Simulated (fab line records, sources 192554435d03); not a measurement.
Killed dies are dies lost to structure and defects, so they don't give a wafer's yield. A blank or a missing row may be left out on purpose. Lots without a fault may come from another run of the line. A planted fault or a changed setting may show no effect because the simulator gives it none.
Chamber matching | flow n5_finfet | N5_BEOL_M12_ETCH_68 on rie_diel-06: 4 sister chambers
The step etches SOC in N2/H2, time 285 s. 4 wafers are shown with their chamber, then 8 later ones without.

WAFERS WITH THEIR CHAMBER
wafer  | chamber | showerhead_plenum_p_Torr (Torr)
L084.1 | 1       | 2.67
L084.2 | 2       | 2.55
L084.3 | 3       | 2.45
L088.2 | 0       | 2.41

WAFERS WITHOUT THEIR CHAMBER
wafer  | showerhead_plenum_p_Torr (Torr)
L088.3 | 2.44
L088.6 | 2.55
L089.1 | 2.67
L089.2 | 2.40
L089.5 | 2.54
L096.2 | 2.44
L096.3 | 2.54
L096.5 | 2.40

WHICH CHAMBER EACH WENT THROUGH
wafer  | from the rows above | in truth
L088.3 | 3                   | 3
L088.6 | 2                   | 2
L089.1 | 1                   | 1
L089.2 | 0                   | 0
L089.5 | 2                   | 2
L096.2 | 3                   | 3
L096.3 | 2                   | 2
L096.5 | 0                   | 0
Placed correctly: 8 of 8. Can't be placed from these rows: 0. Placed wrongly: 0.
How it was worked out, from the rows above alone: a wafer's distance from a chamber is the root of the sum, over the readings, of the square of ((its reading less the chamber's mean) divided by the reading's scatter). The wafer belongs to the nearest chamber; if the next one is less than 2 further off, it can't be placed. A chamber's mean is the mean of its shown wafers. The scatter: with one shown wafer a chamber, the root of the mean of the squares of how far each hidden wafer lies from its nearest shown one.
